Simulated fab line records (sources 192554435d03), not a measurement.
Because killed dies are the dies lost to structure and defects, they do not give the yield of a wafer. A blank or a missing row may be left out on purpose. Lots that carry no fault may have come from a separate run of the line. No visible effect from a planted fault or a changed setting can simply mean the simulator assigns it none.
Lot-split experiment	flow n5Finfet	route with 1938 steps; 7 lots, 21 wafers read

ABOUT THE SPLIT
At N5_BEOL_M3_EXPOSE_08 (exposes mask M3), the setting doseMj was moved away from the recipe's 33 on 7 of the 21 wafers read, by -5.3% to +5.7%. This setting was run at the recipe's value on the other wafers.

FROM THE SPLIT TO THE READING: what the file shows between them, 2 steps
- N5_BEOL_M3_PEB_09: peb time 60 s
- N5_BEOL_M3_DEVELOP_10: develop time 30 s

THE READING
Shown in nm: cdNm at N5_BEOL_M3_CD_MEAS_11, with target cd 17.05 nm. Typical for fault-free wafers on this fab line: 17.06 nm, with standard deviation 0.27 nm.

wafer	tool, chamber at the split	doseMj as run	against the recipe	cdNm, nm	against lot-mates on the recipe
L074.2	euvScanner-01, 0	33.85	+2.6%	17.63	+0.40
L074.5	euvScanner-01, 0	33	recipe	17.23	-
L074.6	euvScanner-01, 0	33.85	+2.6%	17.45	+0.22
L076.2	euvScanner-01, 0	33	recipe	16.86	-
L076.3	euvScanner-01, 0	31.26	-5.3%	15.90	-1.24
L076.5	euvScanner-01, 0	33	recipe	17.42	-
L082.1	euvScanner-01, 0	33	recipe	17.16	-
L082.3	euvScanner-01, 0	33	recipe	16.45	-
L082.6	euvScanner-01, 0	31.73	-3.8%	16.15	-0.66
L083.1	euvScanner-02, 0	33	recipe	17.13	-
L083.2	euvScanner-02, 0	33	recipe	17.07	-
L083.6	euvScanner-02, 0	33	recipe	17.20	-
L084.1	euvScanner-01, 0	33	recipe	17.17	-
L084.5	euvScanner-01, 0	33	recipe	17.14	-
L084.6	euvScanner-01, 0	33	recipe	16.85	-
L085.2	euvScanner-02, 0	33	recipe	16.76	-
L085.3	euvScanner-02, 0	34.87	+5.7%	18.08	+1.38
L085.6	euvScanner-02, 0	33	recipe	16.65	-
L086.1	euvScanner-02, 0	31.76	-3.8%	16.54	-1.02
L086.2	euvScanner-02, 0	33	recipe	17.56	-
L086.3	euvScanner-02, 0	31.76	-3.8%	16.90	-0.66

FIT RESULTS
A straight line over all 21 wafers: cdNm changes by +0.176 nm for each +1% of doseMj; r = +0.83; the points scatter about the line by 0.29 nm.
The same after taking each lot's own level away (the mean of its wafers on the recipe; 21 wafers): +0.212 nm for each +1%; r = +0.93; scatter 0.2 nm.
Per that fit: largest doseMj move, reading shift of 1.2 nm.
The lots' own levels span 16.705 to 17.560 nm, that is 3.2 times the standard deviation above.
So the lot-to-lot level changes the slope: the two fits differ.
Check: with one of the wafers moved furthest among these (+5.7%) left out of the fit, the line predicts +1.08 nm for it against its lot-mates. It came out at +1.38 nm against them.

OTHER SPLITS ON THESE WAFERS
Note: prior to the reading, these wafers also went through further splits. Each is held against what the fit with the lots' levels taken away leaves over:
other split on the same wafers	wafers away from the commonest value	r with cdNm (lot level and that fit taken away)
N5_BEOL_M2_ILD_DEP_00 timeS	12	-0.21
N5_BEOL_M2_COAT_22 spinRpm	4	-0.03
N5_BEOL_M2_ETCH_69 biasW	10	+0.08

THE WHOLE CHAIN: every reading that the file lists as answering this split, in the file's order
step	what it does	reading	change (the file's fit)	r (the file's)
N5_BEOL_M3_CD_MEAS_11	target cd 17.05 nm	cdNm	+0.218 nm for each +1% of the setting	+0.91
N5_BEOL_M3_ETCH_74	etches underlayer in N2/H2, target depth 6.5 nm, time 5.2 s	BEOL_M3.cdOffsetNm (the simulator's own value, which no gauge read)	+0.246 nm for each +1% of the setting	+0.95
N5_BEOL_M3_ETCH_63	etches SiARC in CF4, target depth 15.6 nm, time 26 s	BEOL_M3.cdOffsetNm (the simulator's own value, which no gauge read)	+0.243 nm for each +1% of the setting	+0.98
N5_BEOL_M3_ETCH_64	etches SOC in N2/H2, target depth 75 nm, overetch 15 nm, time 112.5 s	BEOL_M3.cdOffsetNm (the simulator's own value, which no gauge read)	+0.218 nm for each +1% of the setting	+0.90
N5_BEOL_M3_HM_OPEN_17	chemistry Cl2/BCl3, target TiN, target depth 20 nm, overetch 6 nm	BEOL_M3.cdOffsetNm (the simulator's own value, which no gauge read)	+0.215 nm for each +1% of the setting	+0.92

FILE'S OWN FIT
cdNm changes by +0.218 nm for each +1% of doseMj, r = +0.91.
